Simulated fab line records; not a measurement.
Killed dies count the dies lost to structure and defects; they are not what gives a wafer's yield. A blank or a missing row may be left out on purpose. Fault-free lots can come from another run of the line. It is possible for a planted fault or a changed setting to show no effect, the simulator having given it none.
Matching of chambers ; flow n5-finfet ; 3 sister chambers for N5_BEOL_M0_CO_CAP_123 on cvd-co-01
The step material Co, precursor CCTBA/H2, target thk 2 nm, time 102.1 s. 3 wafers are shown with their chamber, then 9 later ones without.

== WAFERS WITH THEIR CHAMBER ==
wafer;chamber;heater-power-w (W)
L088.4;2;238
L094.4;0;226
L094.5;1;315

== WAFERS MISSING THEIR CHAMBER ==
wafer;heater-power-w (W)
L095.2;242
L095.4;227
L095.6;239
L096.1;245
L096.2;228
L096.4;237
L097.2;236
L097.4;244
L097.5;318

== WHICH CHAMBER EACH WENT THROUGH ==
wafer;from the rows above;in truth
L095.2;2;2
L095.4;0;0
L095.6;2;2
L096.1;2;2
L096.2;0;0
L096.4;2;2
L097.2;2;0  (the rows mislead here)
L097.4;2;2
L097.5;1;1
Placed correctly: 8 of 9. Left unplaced by these rows: 0. Placed wrongly: 1.
How it was worked out, from the rows above alone: a wafer's distance from a chamber is the root of the sum, over the readings, of the square of ((its reading less the chamber's mean) divided by the reading's scatter). The wafer belongs to the nearest chamber; if the next one is less than 2 further off, it can't be placed. A chamber's mean is the mean of its shown wafers. The scatter: root of mean squared gap, hidden wafer to nearest shown wafer, with one shown wafer a chamber.
